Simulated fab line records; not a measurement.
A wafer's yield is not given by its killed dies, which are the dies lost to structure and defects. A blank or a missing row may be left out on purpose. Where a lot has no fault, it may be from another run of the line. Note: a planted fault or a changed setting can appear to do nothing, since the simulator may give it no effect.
Comparing a struck lot with a sound one || flow nand-harc || 44 out of 1159 route steps
Sound: these wafers, L867.1, L867.2, L867.4. Struck: wafer L878.4. The cause comes at the end.
Order at every step that has rows: each side's tool, ch and its chambers, its first start. Under that, the readings that differ: sound wafers || struck wafers || difference of the means || sigmas: that difference in standard deviations of wafers without a fault.
alike: words and numbers the same on both sides, and readings whose means are apart by under 2 such deviations; not compared: readings that were withheld, readings missing a value for some wafer, numbers with overlapping values and no deviation given by the record, and bounds like >300 which may hide the same value.
A row with sigmas, a row that says differs or no value, or rows on one side alone: a step with any of these is where the two part. When numbers do not overlap yet have no deviation, they are printed without sigmas and do not part them. A reading missing from all wafers of one side parts the sides only when that side holds two or more wafers.

first, 7 steps without rows for these wafers: NHARC_A_CONTACT_COAT_35 (time 65 s); NHARC_A_CONTACT_COAT_36 (resist thk 90 nm); NHARC_A_CONTACT_SOFTBAKE_37 (time 55 s); NHARC_A_CONTACT_EBR_38; NHARC_A_CONTACT_EXPOSE_39 (exposes mask A CC 3); NHARC_A_CONTACT_PEB_40 (peb time 65 s); NHARC_A_CONTACT_DEVELOP_41 (develop time 35 s).
NHARC_A_CONTACT_CD_MEAS_42: target cd 200 nm.
  sound on cd-sem-02 ch 0, day 17 22:06; struck on cd-sem-03 ch 0, day 20 10:44
  alike: cd-nm
NHARC_A_CONTACT_OVL_MEAS_43:
  sound on overlay-02 at day 17 22:11; struck on overlay-02 at day 20 10:49
  alike: overlay-x-nm, overlay-y-nm
NHARC_A_CONTACT_INSPECT_44:
  sound on defect-inspect-01 at day 17 22:14; struck on defect-inspect-02 at day 20 10:51
  alike: raw-defect-count
then, 2 steps without rows for these wafers: NHARC_A_CONTACT_DESCUM_47 (chemistry O2, time 3 s); NHARC_A_CONTACT_ETCH_48 (etches the open film in CF4, target depth 39 nm, time 65 s).
NHARC_A_CONTACT_ETCH_49: etches the open film in N2/H2, target depth 260 nm, time 475.3 s.
  sound on rie-diel-02 ch 0,1,2, day 17 22:46; struck on rie-diel-02 ch 0, day 20 11:10
{"reading": "rf-hours-counter-h (h)", "sound": "15 15 15", "struck": 27, "difference": "+12", "sigmas": ""}
  alike: drypump-motor-current-A, n2-flow-sccm, oes-product-au, rf-vpp-V, showerhead-plenum-p-Torr, throttle-valve-pct
then, 2 steps without rows for these wafers: NHARC_A_CONTACT_ETCH_50 (etches the open film in CF4/CHF3, target depth 84.7 nm, time 42.4 s); NHARC_A_CONTACT_ETCH_51 (etches the open film in O2/COS, target depth 3600 nm, time 936 s).
NHARC_A_CONTACT_ETCH_111: etches the open film in C4F8/O2/Ar, time 140 s, target depth 700 nm.
  sound on har-cap-etch-01 ch 0,1, day 17 23:48; struck on har-cap-etch-03 ch 0, day 20 12:14
{"reading": "oes-air-line-au (a.u.)", "sound": "0.973 0.986 0.961", "struck": 1.020, "difference": "+0.047", "sigmas": "+2"}
  not compared: rf-hours-counter-h
then, 9 steps without rows for these wafers: NHARC_A_CONTACT_ETCH_112 (etches the open film in C4F8/O2/Ar, time 94 s, target depth 922 nm); NHARC_A_CONTACT_ETCH_113 (etches the open film in C4F8/O2/Ar, time 94 s, target depth 922 nm); NHARC_A_CONTACT_ETCH_114 (etches the open film in C4F8/O2/Ar, time 94 s, target depth 922 nm); NHARC_A_CONTACT_ETCH_115 (etches the open film in C4F8/O2/Ar, time 94 s, target depth 922 nm); NHARC_A_CONTACT_ETCH_116 (etches the open film in C4F8/O2/Ar, time 94 s, target depth 922 nm); NHARC_A_CONTACT_ETCH_117 (etches the open film in C4F8/O2/Ar, time 94 s, target depth 922 nm); NHARC_A_CONTACT_ETCH_118 (etches the open film in C4F8/O2/Ar, time 94 s, target depth 922 nm); NHARC_A_CONTACT_ETCH_119 (etches the open film in C4F8/O2/Ar, time 94 s, target depth 922 nm); NHARC_A_CONTACT_ETCH_120 (etches the open film in C4F8/O2/Ar, time 94 s, target depth 922 nm).
NHARC_A_CONTACT_ETCH_121: etches the open film in C4F8/O2/Ar, time 94 s, target depth 922 nm.
  sound on har-cap-etch-01 ch 0,1, day 18 00:49; struck on har-cap-etch-03 ch 0, day 20 13:13
  alike: oes-air-line-au
  not compared: rf-hours-counter-h
then, 1 step without rows for these wafers: NHARC_A_CONTACT_ETCH_122 (etches the open film in C4F8/O2/Ar, time 95 s, target depth 930 nm).
NHARC_A_CONTACT_ETCH_123: etches the open film in C4F8/O2/Ar, time 253 s, target depth 1090 nm.
  sound on har-cap-etch-01 ch 0,1, day 18 01:00; struck on har-cap-etch-03 ch 0, day 20 13:29
  alike: oes-air-line-au
  not compared: rf-hours-counter-h
then, 2 steps without rows for these wafers: NHARC_A_CONTACT_ETCH_90 (etches the open film in CH3F/O2, target depth 40 nm, time 85.7 s); NHARC_A_CONTACT_ETCH_96 (etches the open film in C4F6/O2, target depth 20 nm, time 10 s).
NHARC_A_CONTACT_CD_MEAS_53:
  sound on cd-sem-01 at day 18 01:52; struck on cd-sem-01 at day 20 14:23
  alike: cd-nm
then, 3 steps without rows for these wafers: NHARC_A_CONTACT_STRIP_99 (strips in N2/H2); NHARC_A_CONTACT_STRIP_100 (strips in CF4/CHF3); NHARC_A_CONTACT_STRIP_101 (strips in O2/COS).
NHARC_A_CONTACT_ETCH_102: etches the open film in CF4/O2, target depth 70 nm, overetch 7 nm, time 38.5 s.
  sound on rie-diel-02 ch 1,2,3, day 18 02:10; struck on rie-diel-03 ch 3, day 20 14:58
{"reading": "drypump-motor-current-A (A)", "sound": "5.4 5.7 5.3", "struck": 6.7, "difference": "+1.2", "sigmas": "+2"}
{"reading": "rf-hours-counter-h (h)", "sound": "17 17 17", "struck": 30, "difference": "+13", "sigmas": ""}
  alike: oes_f_703_au, oes-product-au, rf-vpp-V, showerhead-plenum-p-Torr, throttle-valve-pct
then, 2 steps without rows for these wafers: NHARC_A_CONTACT_STRIP_55 (strips in O2); NHARC_A_CONTACT_STRIP_56 (strips in post etch residue remover, time 600 s).
NHARC_A_CONTACT_DEP_57: deposits aC, target thk 2800 nm.
  sound on acl-dep-01 ch 0, day 18 03:38; struck on acl-dep-03 ch 0, day 20 16:30
  alike: throttle-valve-pct
then, 4 steps without rows for these wafers: NHARC_A_CONTACT_DEP_58 (deposits SiON, target thk 60 nm); NHARC_A_CONTACT_DEHYDRATE_59 (time 120 s); NHARC_A_CONTACT_HMDS_60 (time 30 s); NHARC_A_CONTACT_COAT_61 (time 75 s).
NHARC_A_CONTACT_DESCUM_74: chemistry O2, time 3 s.
  sound on rie-diel-02 ch 0,1,3, day 18 06:19; struck on rie-diel-11 ch 1, day 20 21:33
{"reading": "hold", "sound": "- - -", "struck": "await-dispo/2.8h/release", "difference": "no value on the sound wafers", "sigmas": ""}
{"reading": "drypump-motor-current-A (A)", "sound": "5.7 5.3 4.7", "struck": 6.4, "difference": "+1.2", "sigmas": "+2"}
  alike: oes-product-au, rf-vpp-V, showerhead-plenum-p-Torr, throttle-valve-pct
  not compared: rf-hours-counter-h
-- break in the record here, with 4 days between the starts of the struck wafers on either side (left off in module A_CONTACT, picked up again in module END, where the first step shown is number 1159 on the route) --
NHARC_END_SORT_01:
  here the record holds rows for the struck wafers (prober-02 ch 0, day 24 14:20) but none for the sound ones

WHERE THEY PART
Earliest at NHARC_A_CONTACT_ETCH_111; latest, in this record, at NHARC_END_SORT_01.

WHY: what the simulator had put in
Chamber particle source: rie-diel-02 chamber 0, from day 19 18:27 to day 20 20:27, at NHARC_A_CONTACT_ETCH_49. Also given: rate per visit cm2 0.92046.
